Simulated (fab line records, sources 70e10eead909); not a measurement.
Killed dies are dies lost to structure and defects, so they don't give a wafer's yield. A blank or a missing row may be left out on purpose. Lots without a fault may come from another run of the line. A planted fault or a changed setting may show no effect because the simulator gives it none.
Chamber matching | flow nand_harc | NHARC_A_STAIRCASE_DESCUM_219 on rie_diel-13: 4 sister chambers
The step chemistry O2, time 3 s. 14 wafers are shown with their chamber, then 7 later ones without.

WAFERS WITH THEIR CHAMBER
wafer  | chamber | showerhead_plenum_p_Torr (Torr) | chamber_pressure_mTorr (mTorr) | oes_product_au (a.u.)
L079.3 | 1       | 1.80                            | 59.89                          | 1.001
L079.5 | 2       | 1.99                            | 60.07                          | 0.999
L079.6 | 3       | 2.03                            | 60.06                          | 0.971
L084.3 | 3       | 2.03                            | 60.00                          | 0.985
L084.5 | 2       | 1.98                            | 60.07                          | 1.012
L084.6 | 3       | 2.03                            | 59.97                          | 0.980
L086.1 | 1       | 1.79                            | 59.91                          | 1.002
L086.5 | 3       | 2.03                            | 59.88                          | 0.976
L086.6 | 0       | 1.90                            | 59.95                          | 0.997
L089.3 | 0       | 1.90                            | 59.98                          | 1.016
L089.5 | 0       | 1.90                            | 59.97                          | 1.008
L089.6 | 1       | 1.79                            | 59.97                          | 1.015
L091.3 | 0       | 1.90                            | 59.95                          | 1.015
L091.5 | 3       | 2.02                            | 59.96                          | 0.989

SIGNATURES (means of the wafers above)
reading                  | chamber 0 | chamber 1 | chamber 2 | chamber 3 | scatter within a chamber
showerhead_plenum_p_Torr | 1.9000    | 1.7933    | 1.9850    | 2.0280    | 0.00443
chamber_pressure_mTorr   | 59.9625   | 59.9233   | 60.0700   | 59.9740   | 0.0461
oes_product_au           | 1.00900   | 1.00600   | 1.00550   | 0.98020   | 0.008
Rule: a wafer's distance from a chamber is the root of the sum, over the readings, of the square of ((its reading less the chamber's mean) divided by the reading's scatter). The wafer belongs to the nearest chamber; if the next one is less than 2 further off, it can't be placed. The scatter: the root of (the sum of the squares of (reading less its chamber's mean) over the shown wafers, divided by (wafers less chambers)).

WAFERS WITHOUT THEIR CHAMBER
wafer  | showerhead_plenum_p_Torr (Torr) | chamber_pressure_mTorr (mTorr) | oes_product_au (a.u.)
L091.6 | 1.97                            | 59.93                          | 1.010
L094.2 | 1.89                            | 60.03                          | 1.016
L094.4 | 2.02                            | 59.98                          | 1.010
L094.6 | 1.79                            | 59.99                          | 0.993
L096.1 | 1.97                            | 59.94                          | 1.019
L096.2 | 1.78                            | 59.96                          | 0.974
L096.3 | 2.01                            | 59.90                          | 1.002

WHICH CHAMBER EACH WENT THROUGH
wafer  | from the rows above     | in truth
L091.6 | 2                       | 2
L094.2 | 0                       | 0
L094.4 | 3                       | 3
L094.6 | 1                       | 1
L096.1 | 2                       | 2
L096.2 | 1                       | 1
L096.3 | can't be placed: 3 or 2 | 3
Placed correctly: 6 of 7. Can't be placed from these rows: 1 (the true chamber is among the candidates in 1). Placed wrongly: 0.
